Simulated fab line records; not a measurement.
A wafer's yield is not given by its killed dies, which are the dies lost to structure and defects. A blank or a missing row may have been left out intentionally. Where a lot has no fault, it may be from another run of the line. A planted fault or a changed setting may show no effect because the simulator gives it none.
Split-lot study | flow n5-finfet | route with 1938 steps; 7 lots, 21 wafers read

## THE SPLIT ITSELF
At N5_BEOL_M0_SAQP_DESCUM_19 (chemistry O2, time 7.9 s), the setting time-s was moved away from the recipe's 7.9 s on 6 of the 21 wafers read, by -19.1% to +22.1%. For the rest of the wafers, this setting stayed at what the recipe calls for.

No step appears in the file between the split and the reading.

## THE READING
CAR-ArF_of_BEOL_M0_SAQP_COAT_08.thk-nm (the simulator's own value, which no gauge read), in nm, at N5_BEOL_M0_SAQP_ETCH_83 (etches SiARC in CF4, target depth 39 nm, time 65 s). The file gives no usual value for it. The 15 wafers here that ran the recipe average 55.4 nm, standard deviation 0.31 nm.

wafer  | tool, chamber at the split | time-s as run, s | against the recipe | CAR-ArF_of_BEOL_M0_SAQP_COAT_08.thk-nm, nm | against lot-mates on the recipe
L076.1 | rie-diel-03, 3,0,3         | 7.9              | recipe             | 55.4                                       | -
L076.3 | rie-diel-03, 3,0,3         | 7.9              | recipe             | 55.4                                       | -
L076.5 | rie-diel-03, 3,0,3         | 7.9              | recipe             | 55.4                                       | -
L077.2 | rie-diel-03, 2             | 9.254            | +17.1%             | 54.4                                       | -1.2
L077.3 | rie-diel-03, 3             | 7.9              | recipe             | 55.6                                       | -
L077.6 | rie-diel-03, 2             | 9.254            | +17.1%             | 54.6                                       | -1.0
L078.3 | rie-diel-03, 2             | 7.9              | recipe             | 55.4                                       | -
L078.4 | rie-diel-03, 1             | 7.9              | recipe             | 55.6                                       | -
L078.6 | rie-diel-03, 3             | 6.392            | -19.1%             | 56.4                                       | +0.9
L080.3 | rie-diel-03, 0,3           | 7.9              | recipe             | 55.8                                       | -
L080.5 | rie-diel-03, 0,3           | 7.9              | recipe             | 55.8                                       | -
L080.4 | rie-diel-03, 3             | 9.236            | +16.9%             | 54.8                                       | -1.0
L083.3 | rie-diel-02, 3             | 7.9              | recipe             | 55.6                                       | -
L083.5 | rie-diel-02, 1             | 9.647            | +22.1%             | 54.6                                       | -1.1
L083.6 | rie-diel-02, 0             | 7.9              | recipe             | 55.8                                       | -
L086.1 | rie-diel-03, 3             | 7.9              | recipe             | 54.8                                       | -
L086.5 | rie-diel-03, 3             | 7.9              | recipe             | 54.8                                       | -
L086.3 | rie-diel-03, 1             | 7.9              | recipe             | 55.2                                       | -
L091.1 | rie-diel-03, 3             | 7.9              | recipe             | 55.2                                       | -
L091.3 | rie-diel-03, 2             | 9.302            | +17.7%             | 54.2                                       | -1.1
L091.4 | rie-diel-03, 1             | 7.9              | recipe             | 55.4                                       | -
When a row names more than one chamber, that row covers several wafers, and the file does not tell which wafer ran in which chamber.

FIT RESULTS
A straight line over all 21 wafers: CAR-ArF_of_BEOL_M0_SAQP_COAT_08.thk-nm changes by -0.0491 nm for each +1% of time-s; r = -0.85; the points scatter about the line by 0.3 nm.
The same after taking each lot's own level away (the mean of its wafers on the recipe; 21 wafers): -0.0558 nm for each +1%; r = -0.98; scatter 0.12 nm.
Per that fit: largest time-s move, reading shift of 1.2 nm.
The span of the lots' own levels, 54.93 to 55.80 nm, comes to 2.8 times the standard deviation stated above.
So the lot-to-lot level changes the slope: the two fits differ.
Check: with one of the wafers moved furthest among these (+22.1%) left out of the fit, the line predicts -1.31 nm for it against its lot-mates. It came out at -1.1 nm against them.

## OTHER SPLITS APPLIED TO THESE WAFERS
These wafers also went through other splits before the reading. Each is held against what the fit with the lots' levels taken away leaves over:
other split on the same wafers       | wafers away from the commonest value | r with CAR-ArF_of_BEOL_M0_SAQP_COAT_08.thk-nm (lot level and that fit taken away)
N5_MOL_CONTACT_COAG_COAT_64 spin-rpm | 7                                    | -0.21

## THE WHOLE CHAIN: every reading that the file lists as answering this split, in the file's order
step                      | what it does                                       | reading                                                                                 | change (the file's fit)                | r (the file's)
N5_BEOL_M0_SAQP_DESCUM_19 | chemistry O2, time 7.9 s                           | CAR-ArF_of_BEOL_M0_SAQP_COAT_08.thk-nm (the simulator's own value, which no gauge read) | -0.0514 nm for each +1% of the setting | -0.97
N5_BEOL_M0_SAQP_ETCH_83   | etches SiARC in CF4, target depth 39 nm, time 65 s | CAR-ArF_of_BEOL_M0_SAQP_COAT_08.thk-nm (the simulator's own value, which no gauge read) | -0.0554 nm for each +1% of the setting | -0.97

## FILE'S OWN FIT
CAR-ArF_of_BEOL_M0_SAQP_COAT_08.thk-nm changes by -0.0554 nm for each +1% of time-s, r = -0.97.
